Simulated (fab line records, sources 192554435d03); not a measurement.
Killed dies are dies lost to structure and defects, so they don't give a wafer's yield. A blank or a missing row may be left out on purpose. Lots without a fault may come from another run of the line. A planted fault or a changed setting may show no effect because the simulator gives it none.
Which tool did it? | flow n5_finfet | 12 lots, 36 wafers sampled, at 4 steps of a route of 1938

WHAT THE GAUGES READ, wafer by wafer
N5_FIN_SAQP_CD_MEAS_31: target cd 8 nm.
lot  | measured    | on        | cd_nm (nm)
L075 | day 2 07:38 | cd_sem-02 | 8.05 8.37 8.15
L077 | day 2 21:06 | cd_sem-01 | 8.39 8.47 8.09
L079 | day 3 08:30 | cd_sem-03 | 7.86 7.80 8.18
L081 | day 3 19:37 | cd_sem-02 | 7.60 8.10 7.62
L083 | day 4 09:57 | cd_sem-01 | 8.15 8.35 7.71
L085 | day 4 22:40 | cd_sem-03 | 8.16 8.04 8.02
L087 | day 5 08:56 | cd_sem-01 | 8.12 7.82 8.20
L089 | day 5 19:07 | cd_sem-02 | 8.26 8.34 8.03
L091 | day 6 08:08 | cd_sem-02 | 8.25 7.88 8.26
L093 | day 6 20:43 | cd_sem-02 | 8.13 8.03 7.86
L095 | day 7 07:43 | cd_sem-01 | 7.97 8.30 7.75
L097 | day 7 19:31 | cd_sem-01 | 8.35 7.84 8.30

WHICH TOOL RAN EACH LOT (tool, then ch and the chambers of the sampled wafers, then the start)
lot  | N5_WELL_APT_EPI_41             | N5_FIN_SAQP_ETCH_52               | N5_FIN_SAQP_ETCH_69
L075 | epi_rpcvd-01 ch 0, day 1 22:31 | rie_diel-06 ch 0,1,3, day 2 03:58 | rie_diel-05 ch 0,2,3, day 2 06:37
L077 | epi_rpcvd-03 ch 0, day 2 11:23 | rie_diel-06 ch 0,2,3, day 2 17:12 | rie_diel-06 ch 0,2,3, day 2 20:07
L079 | epi_rpcvd-01 ch 0, day 2 22:14 | rie_diel-06 ch 2,3, day 3 04:40   | rie_diel-05 ch 0,1, day 3 07:32
L081 | epi_rpcvd-03 ch 0, day 3 10:31 | rie_diel-06 ch 2,3, day 3 16:02   | rie_diel-06 ch 1,3, day 3 18:44
L083 | epi_rpcvd-03 ch 0, day 3 22:26 | rie_diel-02 ch 1,2,3, day 4 04:25 | rie_diel-05 ch 0,1,2, day 4 08:29
L085 | epi_rpcvd-04 ch 0, day 4 09:53 | rie_diel-05 ch 0,3, day 4 19:02   | rie_diel-02 ch 0,1,3, day 4 21:40
L087 | epi_rpcvd-03 ch 0, day 4 22:13 | rie_diel-02 ch 0,3, day 5 04:34   | rie_diel-02 ch 0,1, day 5 07:29
L089 | epi_rpcvd-04 ch 0, day 5 10:02 | rie_diel-05 ch 2,3, day 5 15:38   | rie_diel-02 ch 0,1,3, day 5 18:17
L091 | epi_rpcvd-04 ch 0, day 5 22:11 | rie_diel-05 ch 0,1,3, day 6 04:29 | rie_diel-02 ch 0,1,2, day 6 07:18
L093 | epi_rpcvd-03 ch 0, day 6 09:58 | rie_diel-06 ch 1,2,3, day 6 16:11 | rie_diel-05 ch 0,2,3, day 6 18:50
L095 | epi_rpcvd-04 ch 0, day 6 22:02 | rie_diel-06 ch 0,1,2, day 7 03:23 | rie_diel-06 ch 1,2, day 7 06:04
L097 | epi_rpcvd-04 ch 0, day 7 10:11 | rie_diel-02 ch 2,3, day 7 15:51   | rie_diel-06 ch 0,3, day 7 18:34
- N5_WELL_APT_EPI_41: deposits Si from SiH4/H2, target thk 50 nm, time 297.7 s.
- N5_FIN_SAQP_ETCH_52: etches SOC in N2/H2, target depth 100 nm, overetch 20 nm, time 150 s.
- N5_FIN_SAQP_ETCH_69: etches SOC in N2/H2, stops on SiNx, target depth 150 nm.

THE ANSWER, worked out from the rows above alone
Rule: what is usual is taken from the lots themselves. Put in order of their means at a reading, lots are off if they are a third of the lots or fewer, leave a main group of 4 or more, and stand apart from it by a gap of 3 or more times the standard deviation of the main group's means; of several such gaps the widest counts. A main group whose means are all the same, to the digits that the tables above print for the reading, isn't used. A lot without any number at a reading at which 4 lots or more have one is off too. The other lots that the step has rows for count as sound.
No lot is off at any reading shown: from this, nothing can be told.

WHAT THE SIMULATOR HAD PUT IN
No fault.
